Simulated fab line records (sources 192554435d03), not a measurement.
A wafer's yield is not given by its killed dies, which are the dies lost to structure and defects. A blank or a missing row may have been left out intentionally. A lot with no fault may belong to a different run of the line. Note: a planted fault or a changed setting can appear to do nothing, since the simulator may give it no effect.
Matching of chambers | flow n5Finfet | N5_BEOL_M15_DESCUM_33 on rieDiel-04 has 4 sister chambers
The step chemistry O2, time 7.9 s. 8 wafers are shown with their chamber, then 11 later ones without.

## WAFERS WITH THEIR CHAMBER
wafer  | chamber | showerheadPlenumPTorr (Torr) | throttleValvePct (%)
L082.3 | 2       | 2.16                         | 20.46
L082.5 | 0       | 2.15                         | 20.51
L085.3 | 2       | 2.16                         | 20.47
L088.5 | 3       | 2.22                         | 20.03
L089.1 | 1       | 2.02                         | 20.58
L089.5 | 0       | 2.15                         | 20.52
L089.6 | 1       | 2.02                         | 20.57
L090.1 | 3       | 2.21                         | 20.03

## WAFERS WITH NO CHAMBER GIVEN
wafer  | showerheadPlenumPTorr (Torr) | throttleValvePct (%)
L090.2 | 2.15                         | 20.52
L090.5 | 2.15                         | 20.53
L093.3 | 2.16                         | 20.50
L093.5 | 2.16                         | 20.50
L093.6 | 2.01                         | 20.59
L096.1 | 2.15                         | 20.16
L096.2 | 2.21                         | 20.03
L096.4 | 2.15                         | 20.16
L097.1 | 2.15                         | 20.51
L097.4 | 2.21                         | 20.05
L097.6 | 2.14                         | 20.17

## WHICH CHAMBER EACH ONE RAN IN
wafer  | from the rows above     | in truth
L090.2 | 0                       | 0
L090.5 | 0                       | 0
L093.3 | can't be placed: 0 or 2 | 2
L093.5 | can't be placed: 0 or 2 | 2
L093.6 | 1                       | 1
L096.1 | 3                       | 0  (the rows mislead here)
L096.2 | 3                       | 3
L096.4 | 3                       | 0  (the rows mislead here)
L097.1 | 0                       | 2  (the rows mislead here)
L097.4 | 3                       | 3
L097.6 | 3                       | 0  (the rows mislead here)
5 of 11 placed correctly. These rows do not allow placing 2 (true chamber among the candidates in 2). Placed wrongly: 4.
How it was worked out, from the rows above alone: a wafer's distance from a chamber is the root of the sum, over the readings, of the square of ((its reading less the chamber's mean) divided by the reading's scatter). If the next closest chamber is less than 2 further off than the closest, the wafer can't be placed; otherwise it belongs to the closest. Each chamber's mean is taken over the wafers shown for it. The scatter: take each reading less its chamber's mean, square it, sum over the shown wafers, divide by the number of wafers less the number of chambers, and take the root.
